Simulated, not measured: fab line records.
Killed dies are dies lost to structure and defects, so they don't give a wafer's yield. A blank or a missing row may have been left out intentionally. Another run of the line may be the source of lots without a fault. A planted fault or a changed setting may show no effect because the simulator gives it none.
fab line records    flow nand_harc
record lots=12  wafers=36  last_day=33
route steps=1302 shown P_GATE@142 END@1302
lots untouched by any fault: they come from a run of this same line in which no faults occurred
start_h: hours from the record's first day to the start of the lot's first wafer shown    wait_h: hours from the lot's prior step to this one    " as in the row above    L1.1+2: a row that stands for several wafers    - value missing, or start not given    * or withheld: withheld    < > ~ a bound
route shown NAME@n: NAME is a module with steps in the file, n the number in the route of the first one    usual: mean/standard deviation of fault-free wafers    same: alike in all rows    chamber/n: place in a boat    sites: readings site by site    _std_site: standard deviation across them    _edge_site: inner sites' mean taken away from outer sites' mean    radius_mm: for every site, how far away it sits from the centre of the wafer    mask NAME#n: copy n    behind: the last tool/chamber to shape the wafer    hold: the reason the lot was held/the length of the hold in hours/how it ended    device: whichever transistor did not switch (one of n, p or np)    end of line: tests run on the same wafers once the route is complete    for a step that has no rows: nothing shown but its recipe    killed: dies lost to structure and defects at the first sort, not the wafer's yield    map: dies across one wafer; x = killed, . = not, _ = none there
set.NAME: the setting the step ran with; set.NAME@STEP: the setting that earlier step ran with    model.NAME: the simulator's own value behind a step, which no gauge read
steps of the route over a sample of lots; a table a step, a row a wafer
services: when a tool's chamber went out of use (start_h, in hours from the record's first day, below 0 if earlier), for how many hours, and the reason
## steps
# step NHARC_P_GATE_OVL_MEAS_27
# usual overlay_x_nm=0.2/0.91  overlay_y_nm=0.1/0.65
lot.wafer  tool        chamber  start_h  wait_h  overlay_x_nm  overlay_y_nm
L750.2     overlay-02  -        99.35    -       0.4           -0.4
L750.3     "           -        "        "       0.2           -0.2
L750.5     "           -        "        "       0.5           -0.2
L751.1     overlay-02  -        107.62   -       0.8           0.3
L751.4     "           -        "        "       1.2           0.3
L751.6     "           -        "        "       0.8           0.4
L753.1     overlay-02  -        123.83   -       -0.9          0.0
L753.2     "           -        "        "       -0.7          0.0
L753.5     "           -        "        "       -1.0          -0.1
L757.2     overlay-02  -        173.31   -       0.5           1.4
L757.4     "           -        "        "       0.8           1.7
L757.5     "           -        "        "       0.2           1.2
L764.1     overlay-02  -        241.25   -       0.5           -0.5
L764.4     "           -        "        "       0.6           -1.0
L764.5     "           -        "        "       0.2           -1.2
L765.1     overlay-01  -        241.61   -       1.7           -0.9
L765.2     "           -        "        "       1.7           -0.2
L765.5     "           -        "        "       1.6           -0.9
L767.2     overlay-02  -        268.62   -       1.8           1.0
L767.5     "           -        "        "       1.3           1.2
L767.6     "           -        "        "       1.7           1.2
L768.1     overlay-02  -        277.27   -       0.8           -1.1
L768.2     "           -        "        "       1.0           -0.9
L768.3     "           -        "        "       0.7           -0.6
L769.2     overlay-01  -        285.02   -       -2.0          0.1
L769.3     "           -        "        "       -1.3          0.3
L769.5     "           -        "        "       -1.2          0.3
L770.1     overlay-01  -        298.96   -       -0.5          0.8
L770.4     "           -        "        "       -1.1          0.1
L770.5     "           -        "        "       -0.6          -0.1
L772.1     overlay-01  -        316.12   -       -0.5          -0.3
L772.5     "           -        "        "       -0.6          0.2
L772.6     "           -        "        "       -0.6          -0.1
L773.1     overlay-01  -        330.51   -       0.3           -0.4
L773.3     "           -        "        "       0.6           -0.2
L773.4     "           -        "        "       0.6           -0.4
# step NHARC_P_GATE_HM_OPEN_105
# recipe target_depth_a=3600  o2_flow_sccm=400  cos_flow_sccm=20  ar_flow_sccm=0  rf_w=500  bias_w=300  chemistry=O2/COS
# usual bias_w=300.0/0.9  drypump_motor_current_A=5.5/0.33  oes_product_au=0.999/0.0098  rf_vpp_V=468.2/2.7  showerhead_plenum_p_Torr=3.17/0.12  throttle_valve_pct=28.330/0.0089
lot.wafer  tool         chamber  start_h  wait_h  bias_w  drypump_motor_current_A  oes_product_au  rf_hours_counter_h  rf_vpp_V  showerhead_plenum_p_Torr  throttle_valve_pct
L750.3     rie_diel-05  3        -        -       300.3   5.3                      1.010           1.4                 462.8     2.94                      28.329
L750.2     "            0        "        "       298.1   5.8                      0.979           1.2                 471.2     3.28                      28.327
L750.5     "            2        "        "       299.6   5.5                      1.001           -                   467.4     3.09                      28.333
L751.1     rie_diel-05  1        -        -       299.6   4.9                      0.999           2.1                 471.0     3.32                      28.318
L751.4     "            2        "        "       299.0   5.5                      0.994           2.1                 465.6     3.09                      28.332
L751.6     "            2        "        "       300.7   5.5                      0.996           -                   468.4     3.09                      28.332
L753.2     rie_diel-09  1        -        -       300.2   5.4                      0.995           6.4                 466.5     3.15                      28.318
L753.1     "            0        "        "       300.6   5.6                      1.011           8.0                 471.0     3.28                      28.332
L753.5     "            2        "        "       300.6   5.3                      1.006           -                   468.6     3.27                      28.320
L757.2     rie_diel-05  1        -        -       299.6   4.9                      1.004           5.0                 471.7     3.32                      28.311
L757.4     "            3        "        "       300.1   5.4                      1.002           6.5                 462.5     2.94                      28.336
L757.5     "            0        "        "       299.8   5.8                      1.007           -                   470.9     3.28                      28.328
L764.1     rie_diel-03  2        -        -       299.8   5.8                      0.996           6.0                 470.9     3.30                      28.334
L764.4     "            3        "        "       299.2   5.2                      1.006           6.0                 467.7     3.12                      28.332
L764.5     "            0        "        "       300.4   6.0                      0.991           -                   467.5     3.15                      28.340
L765.2     rie_diel-09  3        -        -       299.5   6.2                      0.994           3.4                 466.8     3.19                      28.340
L765.1     "            0        "        "       300.4   5.6                      1.012           3.5                 471.7     3.27                      28.338
L765.5     "            3        "        "       300.2   6.1                      1.006           -                   467.3     3.19                      28.338
L767.2     rie_diel-03  0        -        -       300.2   6.0                      0.990           7.7                 467.9     3.15                      28.341
L767.5     "            0        "        "       300.5   6.0                      0.996           -                   468.2     3.15                      28.317
L767.6     "            1        "        "       300.7   5.4                      1.031           -                   465.0     3.00                      28.321
L768.1     rie_diel-05  3        -        -       300.4   5.4                      0.998           2.5                 463.3     2.93                      28.328
L768.3     "            1        "        "       299.8   4.9                      0.991           2.5                 472.4     3.32                      28.326
L768.2     "            2        "        "       299.7   5.5                      0.985           2.1                 467.6     3.09                      28.321
L769.2     rie_diel-09  1        -        -       299.9   5.4                      0.985           5.7                 466.8     3.14                      28.339
L769.3     "            2        "        "       298.8   5.3                      0.985           5.2                 470.8     3.26                      28.316
L769.5     "            1        "        "       300.2   5.4                      0.986           -                   468.2     3.14                      28.339
L770.1     rie_diel-09  1        -        -       298.6   5.4                      0.999           6.1                 468.2     3.14                      28.344
L770.4     "            2        "        "       300.2   5.3                      0.981           5.6                 469.6     3.26                      28.335
L770.5     "            2        "        "       300.5   5.3                      0.984           -                   471.9     3.26                      28.335
L772.1     rie_diel-09  0        -        -       300.4   5.6                      1.014           7.0                 469.2     3.27                      28.323
L772.5     "            0        "        "       300.2   5.6                      1.014           -                   469.3     3.27                      28.321
L772.6     "            1        "        "       300.3   5.4                      0.992           -                   466.7     3.14                      28.318
L773.1     rie_diel-03  2        -        -       300.1   5.8                      0.982           3.7                 471.0     3.30                      28.329
L773.4     "            0        "        "       299.6   6.0                      0.999           4.4                 466.7     3.15                      28.344
L773.3     "            1        "        "       300.0   5.4                      0.998           3.1                 464.6     3.00                      28.314
# step NHARC_P_GATE_ALD_36
# recipe target_thk_a=200  pulse_time_s=60  ald_cycles=223  temp_c=400  material=SiNx
# usual heater_power_w=820/86  precursor_pulse_height_rel=1.001/0.02
# same pulse_time_s=60
lot.wafer  tool        chamber  start_h  wait_h  heater_power_w  precursor_pulse_height_rel
L750.2     ald_sin-04  2        101.76   -       691             0.987
L750.3     "           3        102.81   -       917             1.018
L750.5     "           1        104.92   -       719             0.944
L751.4     ald_sin-02  0        108.99   -       926             0.966
L751.1     "           3        112.16   -       744             1.003
L751.6     "           1        114.27   -       765             1.048
L753.1     ald_sin-04  1        127.29   -       730             0.991
L753.2     "           2        128.34   -       699             1.027
L753.5     "           3        129.39   -       894             1.022
L757.2     ald_sin-02  2        174.67   -       935             1.025
L757.4     "           3        180.27   -       779             0.970
L757.5     "           0        181.67   -       863             1.003
L764.4     ald_sin-01  1        243.68   -       783             1.015
L764.1     "           3        245.76   -       722             1.013
L764.5     "           0        246.81   -       961             1.000
L765.2     ald_sin-04  3        245.08   -       925             0.967
L765.1     "           0        246.13   -       814             0.971
L765.5     "           2        248.24   -       689             1.043
L767.2     ald_sin-01  0        272.04   -       917             0.970
L767.5     "           2        274.12   -       811             1.023
L767.6     "           3        275.16   -       713             1.008
L768.1     ald_sin-04  2        278.62   -       660             0.988
L768.2     "           0        280.75   -       797             1.018
L768.3     "           0        285.01   -       782             1.015
L769.3     ald_sin-02  3        286.38   -       791             0.979
L769.2     "           1        288.51   -       802             1.016
L769.5     "           3        290.64   -       805             1.019
L770.4     ald_sin-01  3        300.32   -       725             1.011
L770.1     "           1        302.45   -       797             1.000
L770.5     "           0        305.65   -       998             1.009
L772.1     ald_sin-02  3        320.58   -       756             1.009
L772.6     "           0        321.62   -       861             1.008
L772.5     "           1        322.66   -       767             0.972
L773.3     ald_sin-01  2        331.93   -       815             0.989
L773.1     "           3        333.34   -       737             0.985
L773.4     "           3        337.56   -       718             0.983
# step NHARC_P_GATE_EXPOSE_43
# recipe na=0.6  target_cd_nm=720  dose_mj=14.81  mask_id=P_NSD
# same na=0.6
lot.wafer   tool            chamber  start_h  wait_h  mask
L750.2+3+5  krf_scanner-03  0        110.94   -       P_NSD#0
L751.1+4+6  krf_scanner-01  0        119.36   -       P_NSD#0
L753.1+2+5  krf_scanner-04  0        135.40   -       P_NSD#0
L757.2+4+5  krf_scanner-04  0        186.99   -       P_NSD_R1#0
L764.1+4+5  krf_scanner-03  0        252.93   -       P_NSD#0
L765.1+2+5  krf_scanner-04  0        253.33   -       P_NSD#0
L767.2+5+6  krf_scanner-01  0        280.12   -       P_NSD#0
L768.1+2+3  krf_scanner-04  0        295.46   -       P_NSD#0
L769.2+3+5  krf_scanner-01  0        296.81   -       P_NSD#0
L770.1+4+5  krf_scanner-03  0        310.76   -       P_NSD#0
L772.1+5+6  krf_scanner-03  0        327.81   -       P_NSD#0
L773.1+3+4  krf_scanner-03  0        344.27   -       P_NSD#0
# step NHARC_P_GATE_CD_MEAS_46
# recipe target_cd_nm=720  landing_energy_ev=500
# usual cd_nm=720.1/1.7
lot.wafer  tool       chamber  start_h  wait_h  cd_nm
L750.2     cd_sem-03  0        111.10   -       715.4
L750.3     "          0        "        "       720.2
L750.5     "          0        "        "       718.2
L751.1     cd_sem-02  0        119.52   -       720.0
L751.4     "          0        "        "       717.6
L751.6     "          0        "        "       719.3
L753.1     cd_sem-03  0        135.55   -       718.2
L753.2     "          0        "        "       720.2
L753.5     "          0        "        "       720.8
L757.2     cd_sem-02  0        187.14   -       694.0
L757.4     "          0        "        "       693.8
L757.5     "          0        "        "       694.5
L764.1     cd_sem-01  0        253.09   -       721.2
L764.4     "          0        "        "       719.9
L764.5     "          0        "        "       721.0
L765.1     cd_sem-02  0        253.48   -       723.4
L765.2     "          0        "        "       721.5
L765.5     "          0        "        "       719.1
L767.2     cd_sem-02  0        280.27   -       720.6
L767.5     "          0        "        "       722.5
L767.6     "          0        "        "       718.1
L768.1     cd_sem-02  0        295.62   -       718.7
L768.2     "          0        "        "       719.3
L768.3     "          0        "        "       722.0
L769.2     cd_sem-03  0        296.96   -       719.3
L769.3     "          0        "        "       719.9
L769.5     "          0        "        "       723.6
L770.1     cd_sem-02  0        310.91   -       716.7
L770.4     "          0        "        "       718.6
L770.5     "          0        "        "       718.9
L772.1     cd_sem-03  0        327.97   -       722.5
L772.5     "          0        "        "       720.5
L772.6     "          0        "        "       720.5
L773.1     cd_sem-02  0        344.43   -       718.8
L773.3     "          0        "        "       718.2
L773.4     "          0        "        "       720.8
# step NHARC_END_SORT_01
# recipe temp_c=25
# usual killed_at_array=58/17  killed_at_other=1.0/1.4  killed_at_periphery=3.6/2.4  killed_dies=62/17  killed_open=3.4/2  killed_short=2.2/1.6
# same gross_dies=677
lot.wafer  tool       chamber  start_h  wait_h  killed_at_array  killed_at_other  killed_at_periphery  killed_dies  killed_open  killed_short
L764.1     prober-01  0        690.08   2.5     62               1                9                    72           5            3
L764.4     prober-01  0        692.50   3.4     66               1                9                    76           4            1
L764.5     prober-01  0        693.30   3.7     66               0                5                    71           4            1
L765.1     prober-01  0        709.62   2.5     72               1                4                    77           7            3
L765.2     prober-01  0        710.41   2.8     68               0                5                    73           4            2
L765.5     prober-01  0        712.79   3.7     57               1                2                    60           2            2
L768.1     prober-02  0        739.11   2.5     50               0                1                    51           2            1
L768.2     prober-02  0        739.91   2.8     53               1                3                    57           3            3
L768.3     prober-02  0        740.71   3.1     46               1                3                    50           0            1
L773.1     prober-02  0        792.28   2.6     72               0                5                    77           5            5
L773.3     prober-02  0        793.90   3.1     79               0                2                    81           2            2
L773.4     prober-02  0        794.70   3.4     77               0                2                    79           4            4
# killed by level:class
L764.1 A_CHANNEL_HOLE_D1:chamber_film_flake=29 A_CHANNEL_HOLE_D2:chamber_film_flake=20 P_M0:chamber_film_flake=6 A_WL_FILL:chamber_film_flake=3 A_SLIT:chamber_film_flake=2 P_GATE:geometric_particle:open=1 P_CONTACT:geometric_particle:short=1 P_M1:geometric_particle:open=1
L764.4 A_CHANNEL_HOLE_D1:chamber_film_flake=29 A_CHANNEL_HOLE_D2:chamber_film_flake=19 A_CONTACT:chamber_film_flake=11 P_M0:chamber_film_flake=4 A_M0:chamber_film_flake=2 P_CONTACT:geometric_particle:open=1 P_M1:geometric_particle:open=1 A_SOURCE_PLATE:geometric_particle:short=1
L764.5 A_CHANNEL_HOLE_D1:chamber_film_flake=29 A_CHANNEL_HOLE_D2:chamber_film_flake=22 A_CONTACT:chamber_film_flake=5 P_M0:chamber_film_flake=3 A_WL_FILL:chamber_film_flake=2 P_M0:geometric_particle:short=1 A_CHANNEL_HOLE_D2:geometric_particle:open=1 A_CHANNEL_FILL_D2:geometric_particle:open=1
L765.1 A_SLIT:chamber_film_flake=38 A_CHANNEL_HOLE_D1:chamber_film_flake=12 A_CHANNEL_HOLE_D2:chamber_film_flake=5 A_CONTACT:chamber_film_flake=4 A_CHANNEL_FILL_D1:chamber_film_flake=3 A_ONON_D1:geometric_particle:open=2 P_M0:chamber_film_flake=2 P_M0:geometric_particle:open=1
L765.2 A_SLIT:chamber_film_flake=35 A_CHANNEL_HOLE_D1:chamber_film_flake=15 A_CHANNEL_FILL_D1:chamber_film_flake=4 P_GATE:chamber_film_flake=3 A_CONTACT:chamber_film_flake=3 A_CHANNEL_FILL_D1:geometric_particle:short=2 A_CHANNEL_HOLE_D2:chamber_film_flake=2 A_CHANNEL_FILL_D2:chamber_film_flake=2
L765.5 A_SLIT:chamber_film_flake=33 A_CHANNEL_HOLE_D1:chamber_film_flake=10 A_CHANNEL_HOLE_D2:chamber_film_flake=6 A_CONTACT:chamber_film_flake=4 P_CONTACT:geometric_particle:short=1 A_ONON_D1:geometric_particle:short=1 A_DECK1_JOINT:geometric_particle:open=1 P_M0:chamber_film_flake=1
L768.1 A_CHANNEL_HOLE_D1:chamber_film_flake=29 A_CONTACT:chamber_film_flake=8 A_SLIT:chamber_film_flake=6 A_WL_FILL:chamber_film_flake=2 A_CHANNEL_FILL_D1:geometric_particle:open=1 A_CHANNEL_FILL_D2:geometric_particle:open=1 A_WL_FILL:geometric_particle:short=1 P_STI:chamber_film_flake=1
L768.2 A_CHANNEL_HOLE_D1:chamber_film_flake=35 A_CONTACT:chamber_film_flake=6 A_SLIT:chamber_film_flake=3 A_CHANNEL_FILL_D2:geometric_particle:short=2 P_M0:geometric_particle:open=1 A_ONON_D1:geometric_particle:open=1 A_M0:geometric_particle:open=1 A_M1:geometric_particle:short=1
L768.3 A_CHANNEL_HOLE_D1:chamber_film_flake=31 A_CONTACT:chamber_film_flake=7 A_SLIT:chamber_film_flake=5 P_GATE:chamber_film_flake=3 A_CHANNEL_FILL_D2:geometric_particle:short=1 A_DECK1_JOINT:chamber_film_flake=1 A_CHANNEL_HOLE_D2:chamber_film_flake=1 THIN_TSV:chamber_film_flake=1
L773.1 A_SLIT:chamber_film_flake=35 A_CHANNEL_HOLE_D1:chamber_film_flake=9 A_CONTACT:chamber_film_flake=9 A_CHANNEL_HOLE_D2:chamber_film_flake=4 A_CHANNEL_FILL_D1:geometric_particle:short=3 P_M1:chamber_film_flake=2 A_STAIRCASE:chamber_film_flake=2 P_M2:geometric_particle:open=1
L773.3 A_SLIT:chamber_film_flake=30 A_CHANNEL_HOLE_D1:chamber_film_flake=22 A_CONTACT:chamber_film_flake=13 A_STAIRCASE:chamber_film_flake=3 P_M1:chamber_film_flake=2 A_DECK1_JOINT:chamber_film_flake=2 A_CHANNEL_HOLE_D2:geometric_particle:short=1 A_SGD_CUT:geometric_particle:short=1
L773.4 A_SLIT:chamber_film_flake=27 A_CHANNEL_HOLE_D1:chamber_film_flake=22 A_CONTACT:chamber_film_flake=12 A_CHANNEL_FILL_D2:geometric_particle:short=3 A_STAIRCASE:chamber_film_flake=3 A_ZERO_WELL:chamber_film_flake=2 P_M1:chamber_film_flake=2 A_CHANNEL_FILL_D1:geometric_particle:open=1
## services
tool            chamber  start_h  hours  kind
ald_sin-04      -        81.89    10.0   pm
krf_scanner-03  -        82.50    0.3    repair
rie_diel-09     -        89.24    0.4    repair
ald_sin-01      2        100.36   1.7    repair
ald_sin-02      -        119.68   10.0   pm
ald_sin-01      3        134.06   7.3    repair
krf_scanner-03  -        138.09   1.9    repair
ald_sin-04      -        141.07   0.7    repair
rie_diel-09     -        143.43   9.0    pm
krf_scanner-04  -        145.82   2.2    repair
krf_scanner-04  -        149.96   0.9    repair
ald_sin-02      2        152.63   21.4   repair
ald_sin-02      1        168.24   6.6    repair
krf_scanner-04  -        174.51   0.6    repair
krf_scanner-04  -        182.00   4.0    pm
ald_sin-02      2        186.54   7.6    repair
krf_scanner-03  -        224.00   4.0    pm
rie_diel-09     2        234.89   4.7    repair
krf_scanner-03  -        245.81   0.3    repair
krf_scanner-03  -        274.75   1.0    repair
krf_scanner-03  -        277.14   0.1    repair
krf_scanner-03  -        278.07   9.1    repair
rie_diel-09     2        281.81   2.0    repair
rie_diel-09     -        320.43   9.0    pm
## key
first_sign step=NHARC_P_GATE_EXPOSE_43  reading=mask  direction=changed
effect step=NHARC_P_GATE_CD_MEAS_46  reading=cd_nm  direction=down  sigmas=15  usual=720.1  struck=694.1
met_at NHARC_P_GATE_EXPOSE_43
struck_lots L757
tester_left_out L757
not_acting_at NHARC_P_GATE_OVL_MEAS_27,NHARC_P_GATE_HM_OPEN_105,NHARC_P_GATE_ALD_36
onset_between 135.40 186.99
fault kind=wrong_mask  tool=any  chamber=-  onset_h=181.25  steps=NHARC_P_GATE_EXPOSE_43  aux_copy=P_NSD_R1#0  cd_offset_nm=-27.381  scope=struck_lots_only
# tester_left_out: of these lots the tester's yield and bins aren't shown, on N5 and GAA mostly nor the transistor test; their killed dies are dies lost to structure and defects alone, not to doping, threshold or leakage, so they don't give the yield
